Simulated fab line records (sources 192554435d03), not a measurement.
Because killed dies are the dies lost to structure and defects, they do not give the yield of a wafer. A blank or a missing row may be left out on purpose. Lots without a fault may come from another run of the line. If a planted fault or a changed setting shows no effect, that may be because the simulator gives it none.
Chamber matching / flow n5 finfet / N5_BEOL_M4_DESCUM_16 on rie diel-04 has 4 sister chambers
The step chemistry O2, time 7 s. 4 wafers are shown with their chamber, then 8 later ones without.

== WAFERS, EACH WITH ITS CHAMBER ==
wafer=L081.1; chamber=3; throttle valve pct (%)=20.52
wafer=L081.4; chamber=0; throttle valve pct (%)=20.13
wafer=L081.6; chamber=2; throttle valve pct (%)=20.76
wafer=L082.1; chamber=1; throttle valve pct (%)=20.33

== WAFERS WITHOUT THEIR CHAMBER ==
wafer=L082.4; throttle valve pct (%)=20.79
wafer=L082.5; throttle valve pct (%)=20.79
wafer=L088.1; throttle valve pct (%)=20.52
wafer=L088.2; throttle valve pct (%)=20.14
wafer=L088.6; throttle valve pct (%)=20.15
wafer=L095.2; throttle valve pct (%)=20.80
wafer=L095.3; throttle valve pct (%)=20.15
wafer=L095.6; throttle valve pct (%)=20.36

== CHAMBER TAKEN BY EACH ==
wafer=L082.4; from the rows above=2; in truth=2
wafer=L082.5; from the rows above=2; in truth=2
wafer=L088.1; from the rows above=3; in truth=3
wafer=L088.2; from the rows above=0; in truth=0
wafer=L088.6; from the rows above=0; in truth=0
wafer=L095.2; from the rows above=2; in truth=2
wafer=L095.3; from the rows above=0; in truth=0
wafer=L095.6; from the rows above=1; in truth=1
8 of 8 placed correctly. Not placeable from these rows: 0. Number placed wrongly: 0.
How it was worked out, from the rows above alone: a wafer's distance from a chamber is the root of the sum, over the readings, of the square of ((its reading less the chamber's mean) divided by the reading's scatter). The wafer belongs to the nearest chamber; if the next one is less than 2 further off, it can't be placed. A chamber's mean is the mean of its shown wafers. The scatter: with one shown wafer a chamber, the root of the mean of the squares of how far each hidden wafer lies from its nearest shown one.
